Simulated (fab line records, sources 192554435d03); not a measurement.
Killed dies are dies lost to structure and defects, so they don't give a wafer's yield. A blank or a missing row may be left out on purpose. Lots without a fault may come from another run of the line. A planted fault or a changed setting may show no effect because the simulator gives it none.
fab line records | flow n5_finfet
record lots=7 wafers=19 last_day=18
route steps=1938 shown MOL_CONTACT_COAG@519 BEOL_M4@1111 PASSIVATION@1936
lots that met no fault: from a run of the same line without faults
start_h: hours from the record's first day to the start of the lot's first wafer shown | wait_h: hours since the lot's step before | " the same as in the row above | L1.1+2: a row that stands for several wafers | - no value, or no start given | * or withheld: withheld | < > ~ a bound
route shown NAME@n: a module of which the file shows steps, and the number in the route of the first | usual: mean/standard deviation of fault-free wafers | same: alike in all rows | chamber/n: place in a boat | sites: the reading at each site | _std_site: their standard deviation | _edge_site: outer sites' mean less inner sites' | radius_mm: how far each site lies from the wafer's centre | mask NAME#n: copy n | behind: the tool/chamber that last shaped the wafer | hold: why the lot was held/for how many hours/how that ended | device: the transistor (n, p or np) that didn't switch | end of line: the same wafers' tests at the end of the route | a step without rows: its recipe alone | killed: dies lost to structure and defects at the first sort, not the wafer's yield | map: a wafer's dies, x killed, . not, _ none there
set.NAME: the setting as run; set.NAME@STEP: as run at that earlier step | model.NAME: the simulator's own value behind a step, which no gauge read
lots at some steps of the route; a table a step, a row a wafer
services: from which hour (start_h, from the record's first day; less than 0 if before it) a tool's chamber was out of use, for how many hours, and why
## steps
# step N5_MOL_CONTACT_COAG_COAT_58
# recipe resist=underlayer temp_c=205 time_s=60 spin_rpm=1500 resist_thk_nm=10
# step N5_MOL_CONTACT_COAG_COAT_02
# recipe resist=CAR-EUV spin_rpm=1500 resist_thk_nm=30
# step N5_MOL_CONTACT_COAG_EBR_04
# recipe solvent=PGMEA ebr_width_mm=1.5
# step N5_MOL_CONTACT_COAG_SOFTBAKE_03
# recipe temp_c=110 time_s=60 resist=CAR-EUV
# step N5_MOL_CONTACT_COAG_EXPOSE_05
# recipe mask_id=CA na=0.33 source_shape=annular sigma_inner=0.4 sigma_outer=0.8 polarization=unpolarized defocus_nm=0 dose_mj=38.25
# step N5_MOL_CONTACT_COAG_PEB_06
# recipe peb_temp_c=100 peb_time_s=60 resist=CAR-EUV
# step N5_MOL_CONTACT_COAG_DEVELOP_07
# recipe develop_time_s=30 developer=TMAH resist=CAR-EUV rinse_liquid=surfactant_rinse dry=air_spin dev_temp_c=23
# step N5_MOL_CONTACT_COAG_CD_MEAS_08
# recipe target_cd_nm=28 landing_energy_ev=500 detector=se_inlens polarity=opening
# usual cd_nm=28.04/0.24
# columns lot.wafer tool chamber start_h wait_h cd_nm
L177.3 cd_sem-02 0 98.97 - 28.07
L177.5 " 0 " " 27.96
L177.6 " 0 " " 28.31
L176.1 cd_sem-02 0 101.31 - 27.86
L176.2 " 0 " " 28.24
L176.6 " 0 " " 28.21
L189.2 cd_sem-01 0 170.40 - 28.23
L189.3 " 0 " " 27.95
L189.6 " 0 " " 27.88
L188.2 cd_sem-02 0 172.61 - 27.58
L188.6 " 0 " " 27.96
L191.2 cd_sem-02 0 183.55 - 28.35
L191.4 " 0 " " 27.70
L195.3 cd_sem-03 0 210.12 - 28.16
L195.5 " 0 " " 28.14
L195.6 " 0 " " 28.21
L197.1 cd_sem-01 0 222.07 - 27.87
L197.2 " 0 " " 27.85
L197.4 " 0 " " 28.18
# step N5_MOL_CONTACT_COAG_OVL_MEAS_09
# recipe points_per_wafer=522
# usual CA_OVL=-0.2/0.69
# same points_per_wafer=522
# columns lot.wafer tool chamber start_h wait_h CA_OVL[nm]
L177.3 overlay-01 0 99.01 0.0 -1.2
L177.5 " 0 " " -0.2
L177.6 " 0 " " 0.9
L176.1 overlay-01 0 101.34 0.0 -0.9
L176.2 " 0 " " -1.0
L176.6 " 0 " " -0.4
L189.2 overlay-01 0 170.43 0.0 -1.0
L189.3 " 0 " " -0.8
L189.6 " 0 " " -0.8
L188.2 overlay-02 0 172.65 0.0 -0.6
L188.6 " 0 " " -1.4
L191.2 overlay-02 0 183.59 0.0 1.0
L191.4 " 0 " " 0.3
L195.3 overlay-01 0 210.16 0.0 -0.4
L195.5 " 0 " " 0.0
L195.6 " 0 " " 0.4
L197.1 overlay-02 0 222.11 0.0 0.0
L197.2 " 0 " " -0.9
L197.4 " 0 " " 0.1
# step N5_MOL_CONTACT_COAG_INSPECT_10
# recipe mode=adi inspect_instrument=brightfield
# usual raw_defect_count=68/24
# columns lot.wafer tool chamber start_h wait_h raw_defect_count
L177.3 defect_inspect-01 - 99.06 0.0 33
L177.5 " - " " 62
L177.6 " - " " 40
L176.1 defect_inspect-01 - 101.40 0.1 37
L176.2 " - " " 20
L176.6 " - " " 42
L189.2 defect_inspect-02 - 170.49 0.1 86
L189.3 " - " " 41
L189.6 " - " " 114
L188.2 defect_inspect-02 - 172.70 0.0 63
L188.6 " - " " 86
L191.2 defect_inspect-01 - 183.64 0.0 104
L191.4 " - " " 46
L195.3 defect_inspect-02 - 210.21 0.0 59
L195.5 " - " " 61
L195.6 " - " " 52
L197.1 defect_inspect-01 - 222.16 0.1 110
L197.2 " - " " 57
L197.4 " - " " 92
# step N5_MOL_CONTACT_COAG_DESCUM_13
# recipe chemistry=O2 time_s=7 source_power_w=50 bias_power_w=20 pressure_mtorr=20 rf_frequency_hz=2.712e+07 temp_c=40 resist=CAR-EUV o2_flow_sccm=225
# usual drypump_motor_current_A=5.6/0.39 oes_product_au=0.80/0.086 rf_vpp_V=243.8/1.4 showerhead_plenum_p_Torr=2.12/0.066 throttle_valve_pct=20.31/0.19
# columns lot.wafer tool chamber start_h wait_h drypump_motor_current_A oes_product_au rf_hours_counter_h rf_vpp_V showerhead_plenum_p_Torr throttle_valve_pct
L177.3 rie_diel-02 1 99.11 0.0 5.4 0.68 234 245.1 2.12 20.57
L177.5 " 3 " " 5.5 0.94 - 242.5 2.06 20.38
L177.6 " 2 " " 6.6 0.80 - 242.4 2.03 20.38
L176.1 rie_diel-05 3 101.44 0.0 5.7 0.71 175 242.7 2.10 20.40
L176.2 " 0 " " 5.6 0.92 19 244.7 2.23 20.22
L176.6 " 3 " " 5.7 0.72 - 243.3 2.10 20.39
L189.2 rie_diel-05 3 170.53 0.0 5.7 0.70 203 242.8 2.09 20.41
L189.3 " 0 " " 5.6 0.86 46 245.6 2.22 20.28
L189.6 " 2 " " 5.8 0.70 - 243.7 2.15 19.93
L188.2 rie_diel-05 0 172.74 0.0 5.6 0.87 47 245.8 2.22 20.28
L188.6 " 2 " " 5.8 0.70 - 244.3 2.15 19.92
L191.2 rie_diel-05 3 183.68 0.0 5.7 0.70 210 243.3 2.09 20.43
L191.4 " 2 " " 5.8 0.70 - 245.0 2.15 19.92
L195.3 rie_diel-02 1 210.24 0.0 5.4 0.90 15 242.8 2.11 20.22
L195.5 " 0 " " 5.4 0.79 - 244.2 2.10 20.22
L195.6 " 3 " " 5.4 0.87 - 240.5 2.04 20.44
L197.1 rie_diel-04 3 222.20 0.0 5.0 0.86 51 246.0 2.23 20.24
L197.2 " 1 " " 5.4 0.89 19 244.4 2.05 20.02
L197.4 " 0 " " 5.9 0.75 186 242.3 2.08 20.33
# step N5_MOL_CONTACT_COAG_ETCH_59
# recipe chemistry=N2/H2 target=underlayer target_depth_a=130 mask_material=CAR-EUV time_s=10.4 ion_energy_ev=200 pressure_mtorr=30 source_w=840 bias_w=150 n2_flow_sccm=200 h2_flow_sccm=200 ends=cleared
# usual drypump_motor_current_A=5.6/0.39 etch_rf_on_time_s=10.46/0.19 oes_product_au=0.68/0.074 rf_vpp_V=524.7/2.5 showerhead_plenum_p_Torr=2.58/0.085 throttle_valve_pct=17.76/0.23
# columns lot.wafer tool chamber start_h wait_h drypump_motor_current_A etch_rf_on_time_s oes_product_au rf_hours_counter_h rf_vpp_V showerhead_plenum_p_Torr throttle_valve_pct
L177.3 rie_diel-02 1 99.14 0.0 5.4 10.85 0.59 234 524.4 2.63 18.25
L177.5 " 3 " " 5.5 10.75 0.80 - 522.9 2.50 17.82
L177.6 " 2 " " 6.6 10.42 0.67 - 521.6 2.44 17.69
L176.1 rie_diel-05 3 101.47 0.0 5.7 10.52 0.62 175 525.6 2.51 17.53
L176.2 " 0 " " 5.6 10.54 0.78 19 527.7 2.72 17.79
L176.6 " 3 " " 5.7 10.54 0.62 - 522.5 2.51 17.53
L189.2 rie_diel-05 3 170.56 0.0 5.7 10.42 0.61 203 521.4 2.50 17.57
L189.3 " 0 " " 5.6 10.51 0.74 46 528.1 2.71 17.80
L189.6 " 2 " " 5.8 10.34 0.60 - 526.5 2.62 17.39
L188.2 rie_diel-05 0 172.77 0.0 5.6 10.45 0.73 47 526.6 2.71 17.81
L188.6 " 2 " " 5.8 10.44 0.60 - 527.5 2.62 17.38
L191.2 rie_diel-05 3 183.71 0.0 5.7 10.74 0.60 210 524.2 2.50 17.59
L191.4 " 2 " " 5.8 10.44 0.60 - 525.7 2.62 17.42
L195.3 rie_diel-02 1 210.27 0.0 5.4 10.36 0.77 15 524.7 2.61 17.88
L195.5 " 0 " " 5.4 10.56 0.67 - 523.2 2.56 17.64
L195.6 " 3 " " 5.5 10.75 0.73 - 521.2 2.48 17.88
L197.1 rie_diel-04 3 222.23 0.0 4.9 10.34 0.75 51 527.9 2.69 17.65
L197.2 " 1 " " 5.4 10.65 0.75 19 521.4 2.51 17.55
L197.4 " 0 " " 5.9 10.72 0.62 186 523.5 2.54 17.78
# step N5_MOL_CONTACT_COAG_ETCH_105
# recipe chemistry=CF4 target=SiARC target_depth_a=156 mask_material=CAR-EUV time_s=26 ion_energy_ev=80 pressure_mtorr=40 source_w=545 bias_w=36 Ar_flow_sccm=100 cf4_flow_sccm=100 ends=cleared
# usual drypump_motor_current_A=5.6/0.39 etch_rf_on_time_s=26.1/0.51 oes_product_au=0.68/0.075 rf_vpp_V=184.6/1.1 showerhead_plenum_p_Torr=2.17/0.066 throttle_valve_pct=15.50/0.21
# columns lot.wafer tool chamber start_h wait_h drypump_motor_current_A etch_rf_on_time_s oes_product_au rf_hours_counter_h rf_vpp_V showerhead_plenum_p_Torr throttle_valve_pct
L177.3 rie_diel-02 1 99.16 0.0 5.4 26.9 0.58 234 186.1 2.20 16.01
L177.5 " 3 " " 5.5 26.0 0.79 - 183.2 2.12 15.59
L177.6 " 2 " " 6.6 26.0 0.67 - 183.1 2.06 15.44
L176.1 rie_diel-05 3 101.49 0.0 5.7 26.8 0.62 175 183.4 2.14 15.51
L176.2 " 0 " " 5.6 26.3 0.78 19 184.9 2.27 15.42
L176.6 " 3 " " 5.7 26.6 0.62 - 184.3 2.14 15.52
L189.2 rie_diel-05 3 170.58 0.0 5.7 38.1 0.50 203 184.8 2.13 15.57
L189.3 " 0 " " 5.6 38.0 0.61 46 185.4 2.26 15.47
L189.6 " 2 " " 5.8 25.9 0.60 - 186.2 2.21 15.31
L188.2 rie_diel-05 0 172.79 0.0 5.6 37.3 0.61 47 184.5 2.26 15.47
L188.6 " 2 " " 5.7 25.6 0.61 - 184.6 2.21 15.31
L191.2 rie_diel-05 3 183.73 0.0 5.7 38.7 0.50 210 182.7 2.13 15.58
L191.4 " 2 " " 5.8 26.1 0.60 - 184.7 2.21 15.33
L195.3 rie_diel-02 1 210.29 0.0 5.4 25.7 0.77 15 184.9 2.19 15.56
L195.5 " 0 " " 5.4 25.9 0.66 - 184.6 2.16 15.45
L195.6 " 3 " " 5.5 26.3 0.74 - 184.0 2.10 15.66
L197.1 rie_diel-04 3 222.25 0.0 5.0 25.9 0.75 51 185.9 2.26 15.27
L197.2 " 1 " " 5.4 26.4 0.77 19 183.1 2.09 15.03
L197.4 " 0 " " 5.9 26.5 0.63 186 183.4 2.13 15.53
# step N5_MOL_CONTACT_COAG_ETCH_106
# recipe chemistry=N2/H2 target=SOC target_depth_a=800 overetch_a=160 mask_material=SiARC temp_c=40 time_s=120 ion_energy_ev=200 pressure_mtorr=30 source_w=840 bias_w=150 n2_flow_sccm=200 h2_flow_sccm=200
# usual drypump_motor_current_A=5.6/0.39 oes_product_au=0.71/0.075 rf_vpp_V=524.7/2.4 showerhead_plenum_p_Torr=2.58/0.085 throttle_valve_pct=17.74/0.23
# columns lot.wafer tool chamber start_h wait_h drypump_motor_current_A oes_product_au rf_hours_counter_h rf_vpp_V showerhead_plenum_p_Torr throttle_valve_pct
L177.3 rie_diel-02 1 99.19 0.0 5.4 0.62 234 525.4 2.63 18.22
L177.5 " 3 " " 5.5 0.83 - 521.1 2.50 17.80
L177.6 " 2 " " 6.6 0.70 - 519.7 2.44 17.65
L176.1 rie_diel-05 3 101.52 0.0 5.7 0.66 175 523.4 2.51 17.50
L176.2 " 0 " " 5.6 0.82 19 528.9 2.72 17.73
L176.6 " 3 " " 5.7 0.65 - 523.2 2.51 17.51
L189.2 rie_diel-05 3 170.61 0.0 5.7 0.64 203 524.3 2.50 17.55
L189.3 " 0 " " 5.6 0.77 46 528.2 2.71 17.80
L189.6 " 2 " " 5.8 0.63 - 527.7 2.62 17.37
L188.2 rie_diel-05 0 172.82 0.0 5.6 0.78 47 528.5 2.71 17.80
L188.6 " 2 " " 5.8 0.63 - 525.0 2.62 17.36
L191.2 rie_diel-05 3 183.76 0.0 5.7 0.64 210 522.8 2.50 17.59
L191.4 " 2 " " 5.7 0.63 - 527.3 2.62 17.37
L195.3 rie_diel-02 1 210.32 0.0 5.4 0.81 15 525.5 2.61 17.87
L195.5 " 0 " " 5.4 0.70 - 523.6 2.56 17.61
L195.6 " 3 " " 5.5 0.78 - 520.2 2.48 17.85
L197.1 rie_diel-04 3 222.28 0.0 5.0 0.78 51 526.9 2.69 17.66
L197.2 " 1 " " 5.4 0.81 19 523.3 2.51 17.53
L197.4 " 0 " " 5.9 0.67 186 523.3 2.54 17.77
# step N5_BEOL_M4_RC_MEAS_101
# usual DIBL_N=35.8/1.8 DIBL_P=35.9/2.2 IOFF_N=0.16/0.035 IOFF_P=0.21/0.04 ION_N=672/11 ION_P=461/7.4 SS_N=71.4/0.64 SS_P=73.2/0.67 VT_N=250/3.5 VT_P=-251/3.4
# columns lot.wafer tool chamber start_h wait_h DIBL_N[mV/V] DIBL_P[mV/V] IOFF_N[nA/um] IOFF_P[nA/um] ION_N[uA/um] ION_P[uA/um] SS_N[mV/dec] SS_P[mV/dec] VT_N[mV] VT_P[mV]
L177.3 prober-02 0 166.08 0.5 34.0 34.0 0.12 0.18 662 454 71.3 72.9 255 -252
L177.5 " 0 " " 36.7 36.9 0.16 0.23 676 465 70.9 73.5 251 -249
L177.6 " 0 " " 33.0 32.3 0.11 0.16 674 460 71.3 72.9 254 -256
L176.1 prober-01 0 183.10 0.0 34.2 35.4 0.17 0.23 678 466 71.7 73.4 246 -246
L176.2 " 0 " " 36.1 37.3 0.19 0.24 678 467 72.5 73.3 247 -248
L176.6 " 0 " " 35.5 36.5 0.19 0.24 685 472 71.4 72.6 246 -247
L188.2 prober-02 0 256.55 0.2 37.4 38.2 0.18 0.24 683 465 71.2 73.5 249 -246
L188.6 " 0 " " 35.1 35.0 0.13 0.19 676 464 71.3 72.9 254 -250
L189.2 prober-02 0 260.01 0.2 34.5 34.3 0.14 0.20 666 460 70.9 72.6 252 -248
L189.3 " 0 " " 33.4 34.4 0.13 0.21 663 464 70.4 72.6 251 -246
L189.6 " 0 " " 37.3 38.4 0.19 0.28 659 463 71.3 74.3 246 -245
L191.2 prober-02 0 265.65 0.2 35.8 36.7 0.14 0.20 675 468 70.6 74.0 250 -252
L191.4 " 0 " " 34.5 35.6 0.13 0.19 667 461 70.7 73.1 251 -251
L195.3 prober-02 0 282.87 0.3 34.8 35.0 0.14 0.20 655 460 71.7 72.7 256 -249
L195.5 " 0 " " 36.0 36.0 0.17 0.22 664 463 72.4 73.0 249 -250
L195.6 " 0 " " 40.3 42.1 0.28 0.34 690 467 73.0 75.1 241 -245
L197.1 prober-02 0 308.84 0.0 37.2 35.6 0.16 0.21 680 468 71.4 72.7 250 -251
L197.2 " 0 " " 34.5 31.9 0.12 0.17 660 462 71.7 72.6 254 -253
L197.4 " 0 " " 35.4 33.2 0.13 0.18 665 455 71.1 73.0 253 -253
# step N5_PASSIVATION_PROBE_49
# usual defect_limited_yield=91.0/1.5 killed_at_M0_to_M3=34/9.1 killed_at_M4_up=14/5.7 killed_at_contacts=13/5.7 killed_at_front_end=42/12 killed_at_other=4/3.4 killed_dies=106/17 killed_on_rim=14/4.3 killed_open=70/13 killed_short=34/7.5 sort_bin_4_leakage=0.00/0.014 sort_bin_5_function=5.2/0.94 sort_bin_6_memory=3.4/0.69 sort_n_pass=1074/17 sort_yield_pct=91.0/1.5
# same gross_dies=1180 killed_at_back_side=0 sort_bin_8_speed[%]=0
# columns lot.wafer tool chamber start_h wait_h defect_limited_yield[%] killed_at_M0_to_M3 killed_at_M4_up killed_at_contacts killed_at_front_end killed_at_other killed_dies killed_on_rim killed_open killed_short sort_bin_4_leakage[%] sort_bin_5_function[%] sort_bin_6_memory[%] sort_n_pass sort_yield_pct[%]
L177.3 prober-02 - 270.20 0.1 92.2 33 11 9 39 0 92 12 63 28 0 4.4 3.0 1088 92.2
L177.5 prober-02 - 270.30 0.2 91.3 39 12 17 33 2 103 16 63 40 0 4.9 3.2 1077 91.3
L177.6 prober-02 - 270.35 0.3 93.4 29 12 3 33 1 78 11 45 33 0 4.1 2.5 1102 93.4
L176.1 prober-02 - 289.56 0.0 92.8 39 16 5 25 0 85 11 60 23 0 3.8 3.1 1095 92.8
L176.2 prober-02 - 289.61 0.1 91.9 37 21 9 26 3 96 8 68 25 0 4.4 3.5 1084 91.9
L176.6 prober-02 - 289.81 0.3 89.8 43 27 10 40 0 120 16 88 29 0 6.0 3.7 1060 89.8
L188.2 prober-02 - 356.75 0.1 91.4 30 14 9 46 3 102 16 69 30 0 5.3 3.0 1078 91.4
L188.6 prober-02 - 356.95 0.3 90.2 42 7 20 43 4 116 19 84 30 0 5.6 4.1 1064 90.2
L191.2 prober-01 - 358.54 0.1 90.3 39 21 6 43 6 115 15 69 45 0 6.7 2.8 1065 90.3
L191.4 prober-01 - 358.64 0.2 93.1 29 18 4 28 2 81 13 61 20 0 3.6 3.1 1099 93.1
L189.2 prober-02 - 359.52 0.1 91.5 33 14 17 30 6 100 13 70 30 0 5.0 3.3 1080 91.5
L189.3 prober-02 - 359.57 0.1 93.2 19 14 4 37 6 80 14 47 30 0 3.7 2.7 1100 93.2
L189.6 prober-02 - 359.72 0.3 95.4 13 7 6 27 1 54 9 36 14 0 1.7 2.3 1126 95.4
L195.3 prober-02 - 384.08 0.1 90.3 43 6 11 52 2 114 16 80 34 0 5.2 4.0 1066 90.3
L195.5 prober-02 - 384.18 0.2 89.7 44 18 2 52 6 122 16 77 39 0 6.9 2.6 1058 89.7
L195.6 prober-02 - 384.23 0.3 90.9 49 13 8 37 0 107 8 61 46 0.17 5.1 3.5 1071 90.8
L197.1 prober-01 - 422.53 0.0 90.8 48 14 10 37 0 109 19 61 42 0 5.2 3.4 1071 90.8
L197.2 prober-01 - 422.58 0.1 91.2 33 14 15 38 4 104 18 78 26 0 5.3 3.2 1076 91.2
L197.4 prober-01 - 422.68 0.2 91.6 39 10 13 32 5 99 12 59 37 0 5.3 2.9 1081 91.6
# killed by level:class
L177.3 FIN_SAQP:geometric_particle:open=13 BEOL_M0_SAQP:geometric_particle:open=9 FIN_SAQP:geometric_particle:short=8 BEOL_M1:geometric_particle:open=8 BEOL_M3:geometric_particle:open=8 MOL_CONTACT_COAG:geometric_particle:open=7 BEOL_M0_SAQP:geometric_particle:short=4 BEOL_M4:geometric_particle:short=4
L177.5 MOL_CONTACT_COAG:geometric_particle:open=15 BEOL_M0_SAQP:geometric_particle:short=13 BEOL_M0_SAQP:geometric_particle:open=10 FIN_SAQP:geometric_particle:short=7 STI_FIN_REVEAL:geometric_particle:open=5 BEOL_M1:geometric_particle:open=5 BEOL_M4:geometric_particle:open=4 STARTING-WAFER:geometric_particle:short=4
L177.6 FIN_SAQP:geometric_particle:short=14 BEOL_M1:geometric_particle:open=10 BEOL_M0_SAQP:geometric_particle:short=7 BEOL_M4:geometric_particle:open=6 STI_FIN_REVEAL:geometric_particle:open=4 DUMMY_GATE:geometric_particle:open=4 GATE_CUT:geometric_particle:short=4 BEOL_M2:geometric_particle:open=4
L176.1 BEOL_M1:geometric_particle:open=10 STI_FIN_REVEAL:geometric_particle:open=9 BEOL_M0_SAQP:geometric_particle:short=8 BEOL_M0_SAQP:geometric_particle:open=7 BEOL_M4:geometric_particle:open=7 FIN_SAQP:geometric_particle:open=6 BEOL_M2:geometric_particle:open=6 FIN_SAQP:geometric_particle:short=3
L176.2 BEOL_M4:geometric_particle:open=14 STI_FIN_REVEAL:geometric_particle:open=9 BEOL_M0_SAQP:geometric_particle:open=9 BEOL_M1:geometric_particle:open=9 MOL_CONTACT_COAG:geometric_particle:open=8 BEOL_M0_SAQP:geometric_particle:short=6 BEOL_M2:geometric_particle:open=4 STARTING-WAFER:geometric_particle:open=4
L176.6 BEOL_M4:geometric_particle:open=22 STI_FIN_REVEAL:geometric_particle:open=18 BEOL_M1:geometric_particle:open=10 BEOL_M0_SAQP:geometric_particle:short=8 BEOL_M0_SAQP:geometric_particle:open=8 BEOL_M2:geometric_particle:open=7 MOL_CONTACT_COAG:geometric_particle:open=7 FIN_SAQP:geometric_particle:open=4
L188.2 STI_FIN_REVEAL:geometric_particle:open=13 BEOL_M0_SAQP:geometric_particle:open=12 FIN_SAQP:geometric_particle:short=8 MOL_CONTACT_COAG:geometric_particle:open=7 BEOL_M0_SAQP:geometric_particle:short=7 FIN_SAQP:geometric_particle:open=6 BEOL_M1:geometric_particle:open=6 STI_FIN_REVEAL:geometric_particle:short=3
L188.6 MOL_CONTACT_COAG:geometric_particle:open=17 BEOL_M3:geometric_particle:open=14 FIN_SAQP:geometric_particle:open=10 BEOL_M2:geometric_particle:open=10 FIN_SAQP:geometric_particle:short=8 DUMMY_GATE:geometric_particle:open=7 STI_FIN_REVEAL:geometric_particle:open=5 BEOL_M0_SAQP:geometric_particle:open=5
L191.2 FIN_SAQP:geometric_particle:short=13 BEOL_M3:geometric_particle:open=10 BEOL_M3:geometric_particle:short=9 BEOL_M4:geometric_particle:open=9 STI_FIN_REVEAL:geometric_particle:open=8 BEOL_M7:geometric_particle:open=7 MOL_CONTACT_COAG:geometric_particle:open=6 BEOL_M0_SAQP:geometric_particle:short=6
L191.4 FIN_SAQP:geometric_particle:open=11 BEOL_M0_SAQP:geometric_particle:open=9 BEOL_M3:geometric_particle:open=7 BEOL_M4:geometric_particle:open=6 BEOL_M7:geometric_particle:open=6 FIN_SAQP:geometric_particle:short=5 STI_FIN_REVEAL:geometric_particle:open=5 BEOL_M0_SAQP:geometric_particle:short=5
L189.2 MOL_CONTACT_COAG:geometric_particle:open=13 BEOL_M5:geometric_particle:open=7 BEOL_M0_SAQP:geometric_particle:short=7 BEOL_M1:geometric_particle:open=7 BEOL_M0_SAQP:geometric_particle:open=6 STARTING-WAFER:geometric_particle:open=6 FIN_SAQP:geometric_particle:short=5 STI_FIN_REVEAL:geometric_particle:open=5
L189.3 BEOL_M4:geometric_particle:open=7 FIN_SAQP:geometric_particle:short=6 BEOL_M1:geometric_particle:open=5 BEOL_M0_SAQP:geometric_particle:open=5 STI_FIN_REVEAL:geometric_particle:open=4 DUMMY_GATE:geometric_particle:open=4 ILD0:geometric_particle:short=4 MOL_CONTACT_COAG:geometric_particle:open=4
L189.6 MOL_CONTACT_COAG:geometric_particle:open=6 STI_FIN_REVEAL:geometric_particle:open=5 DUMMY_GATE:geometric_particle:open=5 FIN_SAQP:geometric_particle:open=4 BEOL_M2:geometric_particle:open=4 HKMG_FIN:area_etch=4 BEOL_M0_SAQP:geometric_particle:short=3 BEOL_M5:geometric_particle:open=3
L195.3 FIN_SAQP:geometric_particle:open=14 STI_FIN_REVEAL:geometric_particle:open=13 BEOL_M2:geometric_particle:open=9 FIN_SAQP:geometric_particle:short=8 MOL_CONTACT_COAG:geometric_particle:open=8 BEOL_M0_SAQP:geometric_particle:open=8 BEOL_M0_SAQP:geometric_particle:short=8 BEOL_M3:geometric_particle:open=8
L195.5 STI_FIN_REVEAL:geometric_particle:open=14 BEOL_M2:geometric_particle:open=11 BEOL_M0_SAQP:geometric_particle:open=6 ILD0:geometric_particle:open=6 BEOL_M0_SAQP:geometric_particle:short=6 BEOL_M3:geometric_particle:open=6 BEOL_M4:geometric_particle:open=6 HKMG_FIN:area_etch=6
L195.6 BEOL_M0_SAQP:geometric_particle:short=22 BEOL_M0_SAQP:geometric_particle:open=16 STI_FIN_REVEAL:geometric_particle:open=7 MOL_CONTACT_COAG:geometric_particle:open=6 DUMMY_GATE:geometric_particle:open=5 BEOL_M2:geometric_particle:open=5 STARTING-WAFER:geometric_particle:short=5 FIN_SAQP:geometric_particle:open=3
L197.1 BEOL_M0_SAQP:geometric_particle:open=15 BEOL_M0_SAQP:geometric_particle:short=13 BEOL_M2:geometric_particle:open=11 MOL_CONTACT_COAG:geometric_particle:open=9 FIN_SAQP:geometric_particle:short=6 BEOL_M4:geometric_particle:open=6 HKMG_FIN:area_etch=6 ILD0:geometric_particle:short=5
L197.2 STI_FIN_REVEAL:geometric_particle:open=17 MOL_CONTACT_COAG:geometric_particle:open=10 BEOL_M0_SAQP:geometric_particle:short=9 BEOL_M2:geometric_particle:open=9 GATE_CUT:geometric_particle:open=6 MOL_CONTACT_COAG:geometric_particle:short=5 BEOL_M0_SAQP:geometric_particle:open=5 BEOL_M3:geometric_particle:open=5
L197.4 MOL_CONTACT_COAG:geometric_particle:open=10 BEOL_M2:geometric_particle:open=10 GATE_CUT:geometric_particle:short=9 BEOL_M0_SAQP:geometric_particle:short=7 BEOL_M0_SAQP:geometric_particle:open=6 BEOL_M1:geometric_particle:open=6 BEOL_M2:geometric_particle:short=5 FIN_SAQP:geometric_particle:open=4
## services
# columns tool chamber start_h hours kind
rie_diel-04 - 86.97 0.2 repair
rie_diel-05 1 89.57 3.7 repair
rie_diel-04 3 103.87 1.6 repair
rie_diel-02 2 123.38 3.3 repair
rie_diel-02 3 124.20 18.9 repair
rie_diel-05 2 127.78 5.4 repair
rie_diel-04 0 133.20 5.6 repair
rie_diel-02 1 143.12 - clean
rie_diel-02 1 143.12 - consumable_replace:focus_ring
rie_diel-02 1 143.12 20.1 scheduled_down
rie_diel-02 1 143.12 20.1 vent_cycle
rie_diel-04 1 144.24 - clean
rie_diel-04 1 144.24 - consumable_replace:focus_ring
rie_diel-05 1 153.82 - clean
rie_diel-05 1 153.82 - consumable_replace:focus_ring
rie_diel-05 1 153.82 20.4 scheduled_down
rie_diel-05 1 153.82 20.4 vent_cycle
rie_diel-05 3 207.52 3.0 repair
## key
first_sign step=N5_MOL_CONTACT_COAG_ETCH_105 reading=etch_rf_on_time_s direction=up sigmas=23 usual=* struck=*
effect none on later readings
met_at N5_MOL_CONTACT_COAG_ETCH_105
struck_wafers L188.2,L189.2,L189.3,L191.2
onset_between 101.49 170.58
fault kind=process_parameter_drift tool=rie_diel-05 chamber=- onset_h=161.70 steps=N5_MOL_CONTACT_COAG_ETCH_105 channel=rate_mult offset=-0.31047 shape=step end_h=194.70 scope=struck_wafers_only
